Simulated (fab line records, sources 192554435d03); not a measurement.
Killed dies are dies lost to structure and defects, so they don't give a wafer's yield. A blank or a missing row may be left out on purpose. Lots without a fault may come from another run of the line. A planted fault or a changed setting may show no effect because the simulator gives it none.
One fault seen from 2 desks | flow n5_finfet | each desk has only its own numbers; what lay behind them comes last

THE METROLOGY DESK
What the gauges read, lot by lot, whatever tool the lot ran on: means of the sampled wafers that have a number. A lot is out of limits, marked OUT, if its mean lies more than 4 standard deviations from the usual mean; the brackets give that distance. Of its 11 readings 7 are shown: those that lie furthest out on some lot.
Columns: A = DIBL_N at N5_BEOL_M4_RC_MEAS_101, usual 36.5 mV/V; B = DIBL_P at N5_BEOL_M4_RC_MEAS_101, usual 36.6 mV/V; C = IOFF_P at N5_BEOL_M4_RC_MEAS_101, usual 0.21 nA/um; D = ION_N at N5_BEOL_M4_RC_MEAS_101, usual 674 uA/um; E = ION_P at N5_BEOL_M4_RC_MEAS_101, usual 460 uA/um; F = SS_P at N5_BEOL_M4_RC_MEAS_101, usual 73.4 mV/dec; G = VT_P at N5_BEOL_M4_RC_MEAS_101, usual -250 mV
lot  | first seen here | A    | B    | C    | D   | E   | F    | G
L795 | day 5 14:56     | 36.3 | 36.4 | 0.21 | 665 | 454 | 74.1 | -252
L796 | day 5 22:26     | 35.6 | 36.1 | 0.21 | 673 | 465 | 73.1 | -251
L802 | day 7 07:22     | 36.1 | 35.6 | 0.18 | 671 | 453 | 72.5 | -253
L804 | day 8 03:04     | 37.6 | 37.8 | 0.24 | 669 | 461 | 73.7 | -250
L805 | day 8 16:29     | -    | -    | -    | -   | -   | -    | -
L807 | day 9 10:46     | 37.6 | 38.5 | 0.26 | 685 | 472 | 73.4 | -246
L811 | day 9 16:49     | 38.6 | 39.3 | 0.25 | 676 | 465 | 74.0 | -250
L815 | day 10 19:29    | 37.4 | 36.8 | 0.23 | 664 | 460 | 73.4 | -249
L816 | day 11 04:25    | 35.7 | 35.4 | 0.20 | 661 | 454 | 72.3 | -251
This desk's finding: nothing out of limits on any of the 9 lots.

THE TOOL OWNER'S DESK: ald_sin-04
The tool's own readings at N5_MOL_CONTACT_COAG_ALD_133 (deposits SiO2, target thk 5 nm, pulse time 1 s, co reactant pulse time 1 s): means of the sampled wafers that have a number, for each lot that ran on this tool. A lot is out of limits, marked OUT, if its mean lies more than 4 standard deviations from the usual mean; the brackets give that distance.
Columns: A = chamber_pressure_Torr at N5_MOL_CONTACT_COAG_ALD_133, usual 2.000 Torr; B = heater_power_w at N5_MOL_CONTACT_COAG_ALD_133, usual 75 W; C = precursor_pulse_height_rel at N5_MOL_CONTACT_COAG_ALD_133, usual 1.002
lot  | first seen here | A     | B  | C
L796 | day 5 22:42     | 1.998 | 77 | 0.987
L802 | day 7 07:39     | 2.002 | 77 | 0.995
L804 | day 8 03:32     | 1.996 | 86 | 1.008
L805 | day 8 17:04     | 2.000 | 76 | 0.978
L815 | day 10 19:52    | 1.997 | 73 | 1.014
L816 | day 11 04:48    | 1.998 | 79 | 1.013
This desk's finding: nothing out of limits on any of the 6 lots.

PUT TOGETHER
The metrology desk saw nothing out of limits.
The tool owner's desk saw nothing out of limits.

WHAT THE SIMULATOR HAD PUT IN
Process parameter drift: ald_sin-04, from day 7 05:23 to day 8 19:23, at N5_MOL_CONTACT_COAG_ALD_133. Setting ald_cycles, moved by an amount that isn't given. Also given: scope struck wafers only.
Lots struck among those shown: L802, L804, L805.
